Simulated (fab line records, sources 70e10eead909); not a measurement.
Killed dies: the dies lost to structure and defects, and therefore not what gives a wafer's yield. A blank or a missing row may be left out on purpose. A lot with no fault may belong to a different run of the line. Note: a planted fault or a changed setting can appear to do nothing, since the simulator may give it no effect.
Which tool is to blame? + flow nand harc + 42 wafers from 14 lots sampled at 4 of the route's 1302 steps

## WHAT EACH GAUGE READ, for each wafer
Not one reading of a measure or inspect step in the record can be checked against a usual standard deviation.

## TOOL THAT RAN EACH LOT (tool first, then ch and the chambers of the sampled wafers, then the start)
| lot  | NHARC_A_BLC_STRIP_29               | NHARC_A_BLC_CVD_24                       | NHARC_A_M0_PVD_20            | NHARC_A_M1_DESCUM_14               |
|------|------------------------------------|------------------------------------------|------------------------------|------------------------------------|
| L695 | rie diel-06 ch 0,1,2, day 23 03:40 | cvd w-02 ch 0,1, day 23 07:47 or earlier | pvd sputter-02, day 23 07:47 | rie diel-05 ch 0,1,3, day 23 10:49 |
| L696 | rie diel-07 ch 1,2,3, day 23 10:48 | cvd w-02 ch 0,1, day 23 14:53 or earlier | pvd sputter-02, day 23 14:53 | rie diel-05 ch 0,1, day 23 17:57   |
| L697 | rie diel-06 ch 1,2, day 23 11:32   | cvd w-01 ch 0, day 23 16:09 or earlier   | pvd sputter-02, day 23 16:09 | rie diel-05 ch 0,2,3, day 23 19:02 |
| L699 | rie diel-07 ch 0,2, day 24 07:56   | cvd w-01 ch 0, day 24 12:23 or earlier   | pvd sputter-02, day 24 12:23 | rie diel-05 ch 0,1,2, day 24 15:25 |
| L701 | rie diel-06 ch 0,1,3, day 25 02:53 | cvd w-02 ch 0, day 25 06:53 or earlier   | pvd sputter-03, day 25 06:53 | rie diel-08 ch 0,2, day 25 09:54   |
| L702 | rie diel-06 ch 0,2, day 26 11:54   | cvd w-01 ch 0,1, day 26 15:57 or earlier | pvd sputter-02, day 26 15:57 | rie diel-05 ch 0,1,2, day 26 18:59 |
| L704 | rie diel-07 ch 0,2,3, day 26 13:17 | cvd w-02 ch 0,1, day 26 17:19 or earlier | pvd sputter-01, day 26 17:19 | rie diel-08 ch 1,2, day 26 20:21   |
| L703 | rie diel-07 ch 0,1, day 26 17:45   | cvd w-02 ch 0,1, day 26 21:41 or earlier | pvd sputter-01, day 26 21:41 | rie diel-05 ch 1,2,3, day 27 00:49 |
| L705 | rie diel-03 ch 0,2,3, day 27 02:59 | cvd w-01 ch 0,1, day 27 06:56 or earlier | pvd sputter-01, day 27 06:56 | rie diel-12 ch 1,2, day 27 09:57   |
| L710 | rie diel-06 ch 0,1, day 28 22:57   | cvd w-02 ch 0, day 29 03:08 or earlier   | pvd sputter-01, day 29 03:08 | rie diel-12 ch 0,1, day 29 06:07   |
| L711 | rie diel-06 ch 0,3, day 30 02:59   | cvd w-01 ch 0,1, day 30 07:01 or earlier | pvd sputter-02, day 30 07:01 | -                                  |
| L713 | rie diel-07 ch 0,1,3, day 30 06:39 | cvd w-01 ch 0, day 30 10:40 or earlier   | pvd sputter-03, day 30 10:40 | -                                  |
| L716 | rie diel-06 ch 0,2,3, day 31 22:53 | cvd w-02 ch 0,1, day 32 02:55 or earlier | pvd sputter-01, day 32 02:55 | rie diel-08 ch 1,2,3, day 32 06:00 |
| L717 | rie diel-07 ch 1,2, day 32 08:52   | cvd w-01 ch 0,1, day 32 13:05 or earlier | pvd sputter-02, day 32 13:05 | rie diel-05 ch 1,3, day 32 16:05   |
- NHARC_A_BLC_STRIP_29: strips in CF4.
- NHARC_A_BLC_CVD_24: deposits W, target thk 150 nm, time 434 s.
- NHARC_A_M0_PVD_20: deposits TaN, target thk 5 nm, time 8.06 s.
- NHARC_A_M1_DESCUM_14: chemistry O2, time 3 s.

## WHAT THE TOOLS THEMSELVES READ (means of the sampled wafers that have a number; where no wafer has one, the mark that the record gives instead)
NHARC_A_BLC_STRIP_29. Usual: for cf4 flow sccm, 150.1 sccm with a standard deviation of 0.41; for chamber pressure mTorr, 50.00 mTorr with a standard deviation of 0.045; for drypump motor current A, 5.7 A with a standard deviation of 0.48; for oes product au, 0.994 a.u. with a standard deviation of 0.01; for rf vpp V, 59.4 V with a standard deviation of 0.92; for showerhead plenum p Torr, 1.77 Torr with a standard deviation of 0.079; for throttle valve pct, 13.284 % with a standard deviation of 0.0091.
| lot  | tool        | cf4 flow sccm (sccm) | chamber pressure mTorr (mTorr) | drypump motor current A (A) | oes product au (a.u.) | rf vpp V (V) | showerhead plenum p Torr (Torr) | throttle valve pct (%) | flag |
|------|-------------|----------------------|--------------------------------|-----------------------------|-----------------------|--------------|---------------------------------|------------------------|------|
| L695 | rie diel-06 | 150.0                | 50.01                          | 5.5                         | 0.994                 | 58.9         | 1.79                            | 13.285                 |      |
| L696 | rie diel-07 | 150.2                | 50.04                          | 6.0                         | 0.999                 | 58.7         | 1.74                            | 13.282                 |      |
| L697 | rie diel-06 | 150.1                | 50.02                          | 5.2                         | 0.996                 | 58.4         | 1.72                            | 13.278                 |      |
| L699 | rie diel-07 | 150.1                | 49.98                          | 6.0                         | 0.979                 | 58.9         | 1.70                            | 13.285                 |      |
| L701 | rie diel-06 | 150.4                | 49.97                          | 5.5                         | 1.000                 | 59.0         | 1.82                            | 13.279                 |      |
| L702 | rie diel-06 | 149.7                | 50.01                          | 5.8                         | 0.989                 | 59.8         | 1.82                            | 13.282                 |      |
| L704 | rie diel-07 | 150.0                | 49.97                          | 5.7                         | 1.001                 | 59.3         | 1.70                            | 13.283                 |      |
| L703 | rie diel-07 | 150.0                | 49.93                          | 6.1                         | 0.999                 | 59.1         | 1.75                            | 13.288                 |      |
| L705 | rie diel-03 | 150.3                | 49.99                          | 5.7                         | 0.998                 | 58.2         | 1.75                            | 13.286                 |      |
| L710 | rie diel-06 | 150.2                | 49.97                          | 5.2                         | 0.983                 | 60.1         | 1.75                            | 13.283                 |      |
| L711 | rie diel-06 | 149.8                | 49.99                          | 5.9                         | 0.984                 | 59.7         | 1.89                            | 13.283                 |      |
| L713 | rie diel-07 | 149.8                | 50.01                          | 5.7                         | 1.008                 | 59.2         | 1.73                            | 13.283                 |      |
| L716 | rie diel-06 | 150.2                | 49.98                          | 5.8                         | 0.985                 | 59.6         | 1.85                            | 13.279                 |      |
| L717 | rie diel-07 | 149.8                | 49.95                          | 6.4                         | 1.007                 | 59.1         | 1.74                            | 13.287                 |      |

NHARC_A_BLC_CVD_24. Usual: heater power w 486 W, standard deviation 27; throttle valve pct 8.01 %, standard deviation 0.29.
| lot  | tool     | heater power w (W) | throttle valve pct (%) | flag |
|------|----------|--------------------|------------------------|------|
| L695 | cvd w-02 | 503                | 7.92                   |      |
| L696 | cvd w-02 | 500                | 8.01                   |      |
| L697 | cvd w-01 | 451                | 7.74                   |      |
| L699 | cvd w-01 | 454                | 7.88                   |      |
| L701 | cvd w-02 | 493                | 7.98                   |      |
| L702 | cvd w-01 | 480                | 8.03                   |      |
| L704 | cvd w-02 | 502                | 8.04                   |      |
| L703 | cvd w-02 | 507                | 8.06                   |      |
| L705 | cvd w-01 | 488                | 8.26                   |      |
| L710 | cvd w-02 | 468                | 8.03                   |      |
| L711 | cvd w-01 | 491                | 8.34                   |      |
| L713 | cvd w-01 | 458                | 7.78                   |      |
| L716 | cvd w-02 | 491                | 7.85                   |      |
| L717 | cvd w-01 | 494                | 8.09                   |      |

NHARC_A_M0_PVD_20. Usual: bias v 168.5 V, standard deviation 1.8; cathode dc power W 15000 W, standard deviation 2.6; throttle valve pct 30.4 %, standard deviation 0.89.
| lot  | tool           | bias v (V) | cathode dc power W (W) | throttle valve pct (%) | flag |
|------|----------------|------------|------------------------|------------------------|------|
| L695 | pvd sputter-02 | 169.5      | 15003                  | 30.4                   |      |
| L696 | pvd sputter-02 | 166.7      | 15001                  | 30.7                   |      |
| L697 | pvd sputter-02 | 168.5      | 15000                  | 30.6                   |      |
| L699 | pvd sputter-02 | 167.0      | 15001                  | 30.3                   |      |
| L701 | pvd sputter-03 | 168.6      | 15003                  | 29.9                   |      |
| L702 | pvd sputter-02 | 166.9      | 14997                  | 30.6                   |      |
| L704 | pvd sputter-01 | 165.9      | 15000                  | 31.7                   |      |
| L703 | pvd sputter-01 | 169.0      | 15001                  | 30.6                   |      |
| L705 | pvd sputter-01 | 166.2      | 15000                  | 31.7                   |      |
| L710 | pvd sputter-01 | 169.1      | 15000                  | 30.6                   |      |
| L711 | pvd sputter-02 | -          | -                      | -                      | OFF  |
| L713 | pvd sputter-03 | -          | -                      | -                      | OFF  |
| L716 | pvd sputter-01 | 169.6      | 15001                  | 30.7                   |      |
| L717 | pvd sputter-02 | 169.0      | 15001                  | 30.5                   |      |

NHARC_A_M1_DESCUM_14. Usual: chamber pressure mTorr 59.99 mTorr, standard deviation 0.063; drypump motor current A 5.8 A, standard deviation 0.39; oes product au 0.997 a.u., standard deviation 0.01; rf vpp V 57.7 V, standard deviation 0.84; showerhead plenum p Torr 1.89 Torr, standard deviation 0.06; throttle valve pct 11.311 %, standard deviation 0.0096.
| lot  | tool        | chamber pressure mTorr (mTorr) | drypump motor current A (A) | oes product au (a.u.) | rf vpp V (V) | showerhead plenum p Torr (Torr) | throttle valve pct (%) | flag |
|------|-------------|--------------------------------|-----------------------------|-----------------------|--------------|---------------------------------|------------------------|------|
| L695 | rie diel-05 | 59.94                          | 5.6                         | 0.996                 | 57.2         | 1.83                            | 11.306                 |      |
| L696 | rie diel-05 | 59.98                          | 5.5                         | 0.994                 | 57.3         | 1.86                            | 11.305                 |      |
| L697 | rie diel-05 | 60.01                          | 5.8                         | 0.996                 | 57.7         | 1.85                            | 11.315                 |      |
| L699 | rie diel-05 | 59.99                          | 5.7                         | 0.994                 | 57.5         | 1.87                            | 11.309                 |      |
| L701 | rie diel-08 | 59.99                          | 5.9                         | 1.000                 | 57.6         | 1.94                            | 11.314                 |      |
| L702 | rie diel-05 | 60.01                          | 5.7                         | 1.003                 | 57.6         | 1.87                            | 11.322                 |      |
| L704 | rie diel-08 | 60.04                          | 5.4                         | 1.000                 | 57.9         | 1.90                            | 11.323                 |      |
| L703 | rie diel-05 | 60.03                          | 5.9                         | 1.002                 | 57.7         | 1.89                            | 11.312                 |      |
| L705 | rie diel-12 | 59.96                          | 5.7                         | 0.997                 | 57.6         | 1.88                            | 11.316                 |      |
| L710 | rie diel-12 | 59.95                          | 5.6                         | 0.995                 | 58.4         | 1.82                            | 11.311                 |      |
| L716 | rie diel-08 | 60.01                          | 5.8                         | 0.976                 | 57.5         | 1.92                            | 11.314                 |      |
| L717 | rie diel-05 | 59.99                          | 5.7                         | 1.002                 | 57.5         | 1.87                            | 11.308                 |      |

## THE ANSWER, worked out from the rows above alone
Rule: lot off if the mean of its wafers having a number is beyond 3 standard deviations from the usual mean. A lot without any number at a reading at which 4 lots or more have one is off too. The other lots that the step has rows for count as sound. Order of review: gauges by route order, followed by the tools' own readings, for which a lot's mean as printed above is used. The first step at which some lot is off is used, and at that step the reading that is off furthest; a lot without a number counts as furthest.
Off: L711, L713, at NHARC_A_M0_PVD_20 (bias v). Without a number there: L711, L713.
If a tool, at that step or one of the process steps before it, ran each lot that is off and ran no sound lot following the first of them, it fits. Because NHARC_A_BLC_CVD_24 lacks a start for some lots, the hours and order of its lots are taken from NHARC_A_M0_PVD_20. Of those tried, none fits.

## WHAT THE SIMULATOR PUT IN
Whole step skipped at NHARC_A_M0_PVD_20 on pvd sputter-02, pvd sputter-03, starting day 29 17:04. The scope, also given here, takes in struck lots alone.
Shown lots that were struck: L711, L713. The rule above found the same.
